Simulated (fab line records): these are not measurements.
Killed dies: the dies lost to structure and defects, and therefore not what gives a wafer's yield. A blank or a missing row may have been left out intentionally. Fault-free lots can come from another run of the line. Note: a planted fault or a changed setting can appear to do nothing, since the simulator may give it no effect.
Chamber matching || flow n5_finfet || N5_DUMMY_GATE_ALD_02 on ald_sin-01 has 4 sister chambers
The step deposits SiO2, target thk 2 nm, pulse time 1 s. 4 wafers are shown with their chamber, then 11 later ones without.

## EACH WAFER AND ITS CHAMBER
{"wafer": "L085.3", "chamber": 2, "heater_power_w (W)": 433}
{"wafer": "L093.3", "chamber": 1, "heater_power_w (W)": 483}
{"wafer": "L093.4", "chamber": 0, "heater_power_w (W)": 501}
{"wafer": "L094.1", "chamber": 3, "heater_power_w (W)": 502}

## WAFERS MISSING THEIR CHAMBER
{"wafer": "L094.2", "heater_power_w (W)": 524}
{"wafer": "L094.3", "heater_power_w (W)": 428}
{"wafer": "L094.4", "heater_power_w (W)": 479}
{"wafer": "L094.5", "heater_power_w (W)": 478}
{"wafer": "L094.6", "heater_power_w (W)": 433}
{"wafer": "L097.1", "heater_power_w (W)": 442}
{"wafer": "L097.2", "heater_power_w (W)": 497}
{"wafer": "L097.3", "heater_power_w (W)": 500}
{"wafer": "L097.4", "heater_power_w (W)": 514}
{"wafer": "L097.5", "heater_power_w (W)": 438}
{"wafer": "L097.6", "heater_power_w (W)": 512}

## WHICH CHAMBER EACH ONE RAN IN
{"wafer": "L094.2", "from the rows above": "can't be placed: 3 or 0", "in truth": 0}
{"wafer": "L094.3", "from the rows above": 2, "in truth": 2}
{"wafer": "L094.4", "from the rows above": "can't be placed: 1 or 0", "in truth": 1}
{"wafer": "L094.5", "from the rows above": "can't be placed: 1 or 0", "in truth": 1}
{"wafer": "L094.6", "from the rows above": 2, "in truth": 2}
{"wafer": "L097.1", "from the rows above": 2, "in truth": 2}
{"wafer": "L097.2", "from the rows above": "can't be placed: 0 or 3 or 1", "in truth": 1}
{"wafer": "L097.3", "from the rows above": "can't be placed: 0 or 3 or 1", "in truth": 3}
{"wafer": "L097.4", "from the rows above": "can't be placed: 3 or 0", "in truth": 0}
{"wafer": "L097.5", "from the rows above": 2, "in truth": 2}
{"wafer": "L097.6", "from the rows above": "can't be placed: 3 or 0", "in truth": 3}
4 of 11 placed correctly. From these rows, 7 cannot be placed; in 7 the true chamber is one of the candidates. 0 placed wrongly.
How it was worked out, from the rows above alone: a wafer's distance from a chamber is the root of the sum, over the readings, of the square of ((its reading less the chamber's mean) divided by the reading's scatter). The wafer belongs to the nearest chamber; if the next one is less than 2 further off, it can't be placed. A chamber's mean is the mean of its shown wafers. The scatter (one wafer shown for each chamber): square how far every hidden wafer sits from the nearest shown wafer, average those squares and take the square root.
